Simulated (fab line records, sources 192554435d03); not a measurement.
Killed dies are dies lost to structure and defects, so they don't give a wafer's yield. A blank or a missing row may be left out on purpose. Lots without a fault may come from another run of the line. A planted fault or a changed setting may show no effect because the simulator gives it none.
Problem report in the 8D (eight disciplines) form, filled by code | flow n5_finfet | the parts of the form that need people (team, actions taken, sign-off) are left out

1. THE PROBLEM
killed_at_M4_up at N5_PASSIVATION_PROBE_49 reads a mean of 121 on 2 wafers of 1 lot; wafers without a fault read 14 with a standard deviation of 5.7. That is +19 standard deviations from the usual mean.
First seen on wafer L418.1, day 14 13:46, on prober-02. The record holds 30 wafers of 10 lots with a number at this step. Rule for "out", or "out of limits": more than 4 standard deviations from the usual mean. The other wafers with a number count as sound.

2. WHAT IT IS AND WHAT IT IS NOT
question                    | is                                                                                                   | is not
which readings at this step | killed_at_M4_up, defect_limited_yield, killed_dies, sort_bin_5_function, sort_n_pass, sort_yield_pct | killed_at_contacts, killed_at_front_end, killed_at_other, killed_open, killed_short
which lots                  | L418                                                                                                 | L414, L421, L422, L423, L425, L427, L428, L430, L432
which wafers of those lots  | L418.1, L418.6                                                                                       | L418.2
read on which tools         | prober-02                                                                                            | prober-01
when                        | from day 14 13:46                                                                                    | up to then (3 sound wafers); but 25 sound wafers of L418, L421, L422, L423, L425, L427, L428, L430, L432 came after

3. SUSPECTS, AND WHAT RULES EACH OUT
Counting: a tool at a process step up to the reading stays a suspect if it ran every lot that is out. Sound lots after the first of them don't rule it out here, since some wafers of a struck lot are sound.
- ald_metal-04 at N5_BEOL_M6_ALD_77 (deposits TaN, target thk 2 nm, pulse time 2 s, purge time 3 s): kept. It ran the lot that is out, L418 (day 10 23:13).
- rie_diel-01 at N5_PASSIVATION_ETCH_15 (etches SiCN in CF4/N2, target depth 75 nm, time 81.2 s): kept. It ran the lot that is out, L418 (day 14 07:53). N5_PASSIVATION_ETCH_15 gives no start for some lots, so the hours and the order of its lots are those of N5_PASSIVATION_AL_DEP_21.
- pvd_sputter-02 at N5_PASSIVATION_AL_DEP_21 (deposits Al, target thk 2800 nm, time 170 s): kept. It ran the lot that is out, L418 (day 14 07:53).
- rie_diel-02 at N5_PASSIVATION_STRIP_34 (strips in O2): kept. It ran the lot that is out, L418 (day 14 09:02).
- prober-02 at N5_PASSIVATION_PROBE_49: kept. It ran the lot that is out, L418 (day 14 13:46). Its own readings are out on those wafers: defect_limited_yield, killed_at_M4_up, killed_dies, sort_bin_5_function, sort_n_pass, sort_yield_pct.
- Within ald_metal-04 at N5_BEOL_M6_ALD_77: the wafers that are out ran in chamber 2; their sound lot-mates ran in chamber 1.
- Within rie_diel-01 at N5_PASSIVATION_ETCH_15: the wafers that are out ran in chamber 3; their sound lot-mates ran in chamber 1.
- Within rie_diel-02 at N5_PASSIVATION_STRIP_34: the wafers that are out ran in chambers 0, 3; their sound lot-mates ran in chamber 1.
Left after counting: ald_metal-04 at N5_BEOL_M6_ALD_77, rie_diel-01 at N5_PASSIVATION_ETCH_15, pvd_sputter-02 at N5_PASSIVATION_AL_DEP_21, rie_diel-02 at N5_PASSIVATION_STRIP_34, prober-02 at N5_PASSIVATION_PROBE_49.

4. THE CAUSE (what the simulator had put in)
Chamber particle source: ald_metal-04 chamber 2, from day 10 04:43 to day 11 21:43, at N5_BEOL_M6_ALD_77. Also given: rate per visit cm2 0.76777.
Counting left 5 suspects, and this tool is among them.

5. THE CHAIN OF EFFECTS, in route order
Each row: a reading whose mean over the struck wafers that have a number lies more than 3 standard deviations from the usual. Only readings for which the record gives a usual standard deviation are gone through. hours: the time from each lot's start at the first step in this table that gives one to its start at this step, as a median over the lots. sigmas: the change in usual standard deviations.
hours | step                    | reading              | usual  | on struck wafers | change | sigmas
0     | N5_PASSIVATION_PROBE_49 | defect_limited_yield | 91.0 % | 79.4             | -11.6  | -7.7
0     | N5_PASSIVATION_PROBE_49 | killed_at_M4_up      | 14     | 121              | +107   | +19
0     | N5_PASSIVATION_PROBE_49 | killed_dies          | 106    | 243              | +137   | +8.1
0     | N5_PASSIVATION_PROBE_49 | sort_bin_5_function  | 5.2 %  | 13.6             | +8.4   | +9.0
0     | N5_PASSIVATION_PROBE_49 | sort_n_pass          | 1074   | 937              | -137   | -8.1
0     | N5_PASSIVATION_PROBE_49 | sort_yield_pct       | 91.0 % | 79.4             | -11.6  | -7.7
The process steps in it:
- N5_PASSIVATION_PROBE_49

6. WHAT WOULD HAVE CAUGHT IT SOONER
In this record the first reading out of limits was taken at day 14 13:46, 105 hours after the fault began at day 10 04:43.
Of the tool readings at N5_BEOL_M6_ALD_77 for which the record gives a usual standard deviation, none was out on any struck wafer, so an alarm limit of 4 standard deviations on them would not have fired.
All the lots that are out (1) had begun N5_BEOL_M6_ALD_77 on ald_metal-04 by day 14 13:46. A hold on the tool at that time would have spared none of them.
